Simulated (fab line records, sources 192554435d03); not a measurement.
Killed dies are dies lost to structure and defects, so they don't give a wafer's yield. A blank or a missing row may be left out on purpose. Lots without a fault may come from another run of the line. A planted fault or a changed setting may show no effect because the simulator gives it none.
fab line records | flow n5_finfet
record lots=7 wafers=21
route steps=1938 shown BEOL_M9@1407 BEOL_M10@1512 BEOL_M11@1541
start_h: hours from the record's first day to the start of the lot's first wafer shown | wait_h: hours since the lot's step before | " the same as in the row above | L1.1+2: a row that stands for several wafers | - no value, or no start given | * or withheld: withheld | < > ~ a bound
route shown NAME@n: a module of which the file shows steps, and the number in the route of the first | usual: mean/standard deviation of fault-free wafers | same: alike in all rows | chamber/n: place in a boat | sites: the reading at each site | _std_site: their standard deviation | _edge_site: outer sites' mean less inner sites' | radius_mm: how far each site lies from the wafer's centre | mask NAME#n: copy n | behind: the tool/chamber that last shaped the wafer | hold: why the lot was held/for how many hours/how that ended | device: the transistor (n, p or np) that didn't switch | end of line: the same wafers' tests at the end of the route | a step without rows: its recipe alone | killed: dies lost to structure and defects at the first sort, not the wafer's yield | map: a wafer's dies, x killed, . not, _ none there
set.NAME: the setting as run; set.NAME@STEP: as run at that earlier step | model.NAME: the simulator's own value behind a step, which no gauge read
lots whose settings were changed on purpose; a table a step, a row a wafer
## steps
# step N5_BEOL_M9_COAT_60
# recipe resist=SiARC temp_c=220 time_s=60 spin_rpm=1500 resist_thk_nm=30
# columns lot.wafer tool chamber start_h wait_h set.spin_rpm model.SiARC_of_BEOL_M9_COAT_60.thk_nm
L078.1+2+5 litho_track-04 0 - - 1500 30.2
L083.1+4+6 litho_track-04 0 - - 1500 30
L084.1 litho_track-03 0 - - 1336 31.8
L084.3+6 " 0 " " 1336 31.6
L085.4+6 litho_track-04 0 - - 1548 29.4
L085.5 " 0 " " 1548 29.6
L093.1+4+5 litho_track-01 0 - - 1385 31.2
L094.1 litho_track-04 0 - - 1500 30
L094.2+3 " 0 " " 1618 28.8
L097.2+3 litho_track-01 0 - - 1332 31.8
L097.4 " 0 " " 1500 30
# step N5_BEOL_M9_COAT_05
# recipe resist=CAR-ArF spin_rpm=1500 resist_thk_nm=90
# step N5_BEOL_M9_EBR_07
# recipe solvent=PGMEA ebr_width_mm=1.5
# step N5_BEOL_M9_DESCUM_16
# recipe chemistry=O2 time_s=7.9 source_power_w=50 bias_power_w=20 pressure_mtorr=20 rf_frequency_hz=2.712e+07 temp_c=40 resist=CAR-ArF o2_flow_sccm=225
# step N5_BEOL_M9_ETCH_61
# recipe chemistry=CF4 target=SiARC target_depth_a=390 mask_material=CAR-ArF time_s=65 ion_energy_ev=80 pressure_mtorr=40 source_w=545 bias_w=36 Ar_flow_sccm=100 cf4_flow_sccm=100 ends=cleared
# columns lot.wafer tool chamber start_h wait_h set.spin_rpm@BEOL_M9_COAT_60 model.etch.depth_nm model.CAR-ArF_of_BEOL_M9_COAT_05.thk_nm
L078.1 rie_diel-04 1 229.74 0.0 1500 30.24 55.2
L078.2 " 0 " " 1500 30.15 55.4
L078.5 " 2 " " 1500 30.18 55.6
L083.1 rie_diel-01 1 260.87 0.0 1500 30 55.6
L083.4 " 2 " " 1500 29.99 55.4
L083.6 " 2 " " 1500 30.03 55.2
L084.1 rie_diel-03 2 270.24 0.0 1336 31.74 53.6
L084.3 " 3 " " 1336 31.67 53.8
L084.6 " 3 " " 1336 31.68 53.8
L085.4 rie_diel-01 0 273.87 0.0 1548 29.43 56.2
L085.5 " 1 " " 1548 29.52 56.2
L085.6 " 2 " " 1548 29.49 56.2
L093.1 rie_diel-03 3 321.53 0.0 1385 31.22 54
L093.4 " 2 " " 1385 31.18 53.8
L093.5 " 1 " " 1385 31.22 53.8
L094.1 rie_diel-04 2 325.77 0.0 1500 29.91 55.8
L094.2 " 0 " " 1618 28.79 56.8
L094.3 " 1 " " 1618 28.82 56.4
L097.2 rie_diel-04 3 340.60 0.0 1332 31.84 53.8
L097.3 " 2 " " 1332 31.81 54
L097.4 " 3 " " 1500 29.99 55.8
# step N5_BEOL_M9_ETCH_62
# recipe chemistry=N2/H2 target=SOC target_depth_a=1100 overetch_a=220 mask_material=SiARC temp_c=40 time_s=165 ion_energy_ev=200 pressure_mtorr=30 source_w=840 bias_w=150 n2_flow_sccm=200 h2_flow_sccm=200
# columns lot.wafer tool chamber start_h wait_h set.spin_rpm@BEOL_M9_COAT_60 model.SiARC_of_BEOL_M9_COAT_60.thk_nm
L078.1 rie_diel-04 1 229.79 0.0 1500 23.4
L078.2 " 0 " " 1500 23.6
L078.5 " 2 " " 1500 24
L083.1 rie_diel-01 1 260.92 0.0 1500 23.4
L083.4+6 " 2 " " 1500 23.8
L084.1 rie_diel-03 2 270.29 0.0 1336 25.6
L084.3+6 " 3 " " 1336 25.4
L085.4 rie_diel-01 0 273.92 0.0 1548 22.8
L085.5 " 1 " " 1548 23
L085.6 " 2 " " 1548 23.2
L093.1+5 rie_diel-03 3,1 321.58 0.0 1385 24.8
L093.4 " 2 " " 1385 25
L094.1 rie_diel-04 2 325.82 0.0 1500 23.6
L094.2 " 0 " " 1618 22.2
L094.3 " 1 " " 1618 22
L097.2 rie_diel-04 3 340.65 0.0 1332 25
L097.3 " 2 " " 1332 25.6
L097.4 " 3 " " 1500 23
# step N5_BEOL_M9_STRIP_68
# recipe chemistry=N2/H2 temp_c=40 n2_flow_sccm=200 h2_flow_sccm=200 rf_frequency_hz=6e+07
# step N5_BEOL_M9_STRIP_67
# recipe chemistry=CF4 resist=SiARC power_w=300 bias_power_w=75 pressure_mtorr=50 cf4_flow_sccm=150 rf_frequency_hz=6e+07
# step N5_BEOL_M9_HM_OPEN_17
# recipe chemistry=Cl2/BCl3 target_depth_a=200 overetch_a=60 target=TiN mask_material=SOC ion_energy_ev=150 pressure_mtorr=10 icp_w=1000 bias_w=126 Cl2_flow_sccm=53.25 bcl3_flow_sccm=21.75 Ar_flow_sccm=25
# columns lot.wafer tool chamber start_h wait_h set.target_thk_a@BEOL_M9_HM_DEP_02 model.etch.depth_nm
L078.1 rie_metal-01 0 229.97 0.0 178.4 18.11
L078.2 " 1 " " 178.4 18.29
L078.5 " 0 " " 200 20.4
L083.1 rie_metal-02 1 261.10 0.0 200 20.09
L083.4 " 1 " " 200 20
L083.6 " 0 " " 200 20.04
L084.1 rie_metal-01 0 270.48 0.0 181.8 18.52
L084.3 " 1 " " 200 20.19
L084.6 " 0 " " 181.8 18.42
L085.4 rie_metal-03 0 274.13 0.1 173.4 17.42
L085.5 " 1 " " 200 19.75
L085.6 " 0 " " 173.4 17.24
L093.1 rie_metal-03 1 321.77 0.0 200 20
L093.4 " 1 " " 226.7 22.29
L093.5 " 0 " " 226.7 22.24
L094.1 rie_metal-01 0 326.01 0.0 184.2 18.45
L094.2 " 1 " " 200 19.77
L094.3 " 1 " " 184.2 18.03
L097.2 rie_metal-01 1 340.84 0.0 200 19.84
L097.3 " 1 " " 179.7 17.87
L097.4 " 0 " " 200 19.82
# step N5_BEOL_M9_ETCH_66
# recipe chemistry=N2/H2 target=SOC target_depth_a=800 overetch_a=160 mask_material=SiARC temp_c=40 time_s=120 ion_energy_ev=200 pressure_mtorr=30 source_w=840 bias_w=150 n2_flow_sccm=200 h2_flow_sccm=200
# columns lot.wafer tool chamber start_h wait_h set.time_s model.SiARC_of_BEOL_M9_COAT_64.thk_nm
L078.1+5 rie_diel-04 3 232.13 0.0 135.3 5.6
L078.2 " 0 " " 120 6.4
L083.1+4+6 rie_diel-04 1,3,3 262.81 0.0 120 6.2
L084.1+6 rie_diel-04 2 271.18 0.0 120 6.6
L084.3 " 1 " " 120 6.2
L085.4 rie_diel-04 2 275.74 0.0 96.09 7.6
L085.5 " 3 " " 96.09 7.4
L085.6 " 0 " " 120 6.2
L093.1 rie_diel-01 1 324.00 0.0 139.1 5.4
L093.4 " 0 " " 120 6.4
L093.5 " 3 " " 139.1 6
L094.1 rie_diel-04 3 326.80 0.0 120 6
L094.2 " 0 " " 120 6.4
L094.3 " 1 " " 120 6.2
L097.2 rie_diel-01 0 341.78 0.0 120 6.4
L097.3 " 3 " " 110.4 7
L097.4 " 2 " " 120 6.6
# step N5_BEOL_M9_TRENCH_ETCH_37
# recipe chemistry=C4F6/O2 target_depth_a=1514.3 target=SiCOH_lowk time_s=49 ion_energy_ev=250 pressure_mtorr=30 source_w=345 bias_w=185 Ar_flow_sccm=300 C4F6_flow_sccm=10 O2_flow_sccm=10
# usual rf_vpp_V=663/11
# columns lot.wafer tool chamber start_h wait_h set.source_w rf_vpp_V
L078.1 rie_diel-04 3 - - 345 670
L078.2 " 0 " " 345 670
L078.5 " 3 " " 361.6 653
L083.1 rie_diel-04 1 - - 345 675
L083.4 " 3 " " 345 672
L083.6 " 3 " " 345 671
L084.1 rie_diel-04 2 - - 345 660
L084.3 " 1 " " 284.6 745
L084.6 " 2 " " 284.6 729
L085.4 rie_diel-04 2 - - 345 662
L085.5 " 3 " " 301.7 718
L085.6 " 0 " " 345 671
L093.1 rie_diel-01 1 - - 345 674
L093.4 " 0 " " 345 643
L093.5 " 3 " " 329.4 677
L094.1 rie_diel-04 3 - - 312.2 704
L094.2 " 0 " " 345 669
L094.3 " 1 " " 345 674
L097.2 rie_diel-01 0 - - 345 643
L097.3 " 3 " " 345 662
L097.4 " 2 " " 345 648
# step N5_BEOL_M10_TRENCH_ETCH_37
# recipe chemistry=C4F6/O2 target_depth_a=1488.3 target=SiCOH_lowk time_s=48 ion_energy_ev=250 pressure_mtorr=30 source_w=345 bias_w=185 Ar_flow_sccm=300 C4F6_flow_sccm=10 O2_flow_sccm=10
# usual rf_vpp_V=664/15
# columns lot.wafer tool chamber start_h wait_h set.bias_w rf_vpp_V
L078.1 rie_diel-05 0 - - 196.9 708
L078.2 " 3 " " 185 655
L078.5 " 0 " " 185 676
L083.1 rie_diel-02 0 - - 185 659
L083.4 " 2 " " 185 650
L083.6 " 3 " " 185 633
L084.1 rie_diel-06 1 - - 185 658
L084.3 " 3 " " 207.4 738
L084.6 " 1 " " 207.4 721
L085.4 rie_diel-06 2 - - 185 645
L085.5 " 0 " " 156 562
L085.6 " 3 " " 156 589
L093.1 rie_diel-06 2 - - 185 646
L093.4 " 3 " " 185 672
L093.5 " 2 " " 185 644
L094.1 rie_diel-05 3 - - 197.9 692
L094.2 " 2 " " 185 679
L094.3 " 1 " " 197.9 716
L097.2 rie_diel-05 1 - - 215.2 765
L097.3 " 0 " " 185 674
L097.4 " 3 " " 215.2 739
# step N5_BEOL_M10_ETCH_41
# recipe chemistry=CH3F/O2 target=SiCN target_depth_a=426 taper_deg=2 time_s=86 ion_energy_ev=120 mask_material=TiN pressure_mtorr=30 source_w=395 bias_w=75 Ar_flow_sccm=150 CH3F_flow_sccm=30 O2_flow_sccm=20
# usual rf_vpp_V=297.8/1.2
# columns lot.wafer tool chamber start_h wait_h set.source_w rf_vpp_V
L078.1 rie_diel-05 0 - - 430.3 289.3
L078.2 " 3 " " 395 300.1
L078.5 " 0 " " 430.3 289.4
L083.1 rie_diel-02 0 - - 395 298.7
L083.4 " 2 " " 395 297.0
L083.6 " 3 " " 395 296.9
L084.1 rie_diel-06 1 - - 395 297.9
L084.3 " 3 " " 395 298.1
L084.6 " 1 " " 459.5 284.1
L085.4 rie_diel-06 2 - - 427.5 290.4
L085.5 " 0 " " 395 296.4
L085.6 " 3 " " 427.5 289.3
L093.1 rie_diel-06 2 - - 395 297.0
L093.4 " 3 " " 395 297.3
L093.5 " 2 " " 395 298.3
L094.1 rie_diel-05 3 - - 442.1 288.9
L094.2 " 2 " " 442.1 289.0
L094.3 " 1 " " 395 296.5
L097.2 rie_diel-05 1 - - 395 298.2
L097.3 " 0 " " 395 295.1
L097.4 " 3 " " 395 299.0
# step N5_BEOL_M11_COAT_59
# recipe resist=SOC temp_c=250 time_s=60 spin_rpm=1500 resist_thk_nm=100
# columns lot.wafer tool chamber start_h wait_h set.spin_rpm model.SOC_of_BEOL_M11_COAT_59.thk_nm
L078.1+2 litho_track-04 0 245.43 0.1 1500 99.8
L078.5 " 0 " " 1500 100
L083.1 litho_track-04 0 276.04 0.1 1500 100.6
L083.4+6 " 0 " " 1500 100.4
L084.1+3+6 litho_track-02 0 282.97 0.1 1500 100.2
L085.4 litho_track-02 0 288.79 0.1 1453 101.4
L085.5 " 0 " " 1500 99.8
L085.6 " 0 " " 1453 101.2
L093.1 litho_track-03 0 333.53 0.1 1500 100.6
L093.4 " 0 " " 1500 100.8
L093.5 " 0 " " 1500 100.2
L094.1+3 litho_track-02 0 338.25 0.1 1500 99.6
L094.2 " 0 " " 1500 99.8
L097.2 litho_track-03 0 354.38 0.1 1558 98
L097.3 " 0 " " 1558 98.4
L097.4 " 0 " " 1500 99.8
## key
split step=N5_BEOL_M9_COAT_60 setting=spin_rpm stated=1500 by=wafer
response step=N5_BEOL_M9_COAT_60 reading=model.SiARC_of_BEOL_M9_COAT_60.thk_nm change=-0.158 per=1% r=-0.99
response step=N5_BEOL_M9_ETCH_61 reading=model.etch.depth_nm change=-0.156 per=1% r=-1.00
response step=N5_BEOL_M9_ETCH_61 reading=model.CAR-ArF_of_BEOL_M9_COAT_05.thk_nm change=+0.147 per=1% r=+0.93
response step=N5_BEOL_M9_ETCH_62 reading=model.SiARC_of_BEOL_M9_COAT_60.thk_nm change=-0.201 per=1% r=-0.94
split step=N5_BEOL_M9_ETCH_66 setting=time_s stated=120 by=wafer
response step=N5_BEOL_M9_ETCH_66 reading=model.SiARC_of_BEOL_M9_COAT_64.thk_nm change=-0.0584 per=1% r=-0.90
split step=N5_BEOL_M9_TRENCH_ETCH_37 setting=source_w stated=345 by=wafer
response step=N5_BEOL_M9_TRENCH_ETCH_37 reading=rf_vpp_V change=-4.15 per=1% r=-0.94
split step=N5_BEOL_M10_TRENCH_ETCH_37 setting=bias_w stated=185 by=wafer
response step=N5_BEOL_M10_TRENCH_ETCH_37 reading=rf_vpp_V change=+4.9 per=1% r=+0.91
split step=N5_BEOL_M10_ETCH_41 setting=source_w stated=395 by=wafer
response step=N5_BEOL_M10_ETCH_41 reading=rf_vpp_V change=-0.841 per=1% r=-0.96
split step=N5_BEOL_M11_COAT_59 setting=spin_rpm stated=1500 by=wafer
response step=N5_BEOL_M11_COAT_59 reading=model.SOC_of_BEOL_M11_COAT_59.thk_nm change=-0.44 per=1% r=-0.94
split outside_this_file step=N5_BEOL_M9_HM_DEP_02 setting=target_thk_a
# split outside_this_file: this setting was split too, and the file shows its column; the key of that split is in another file
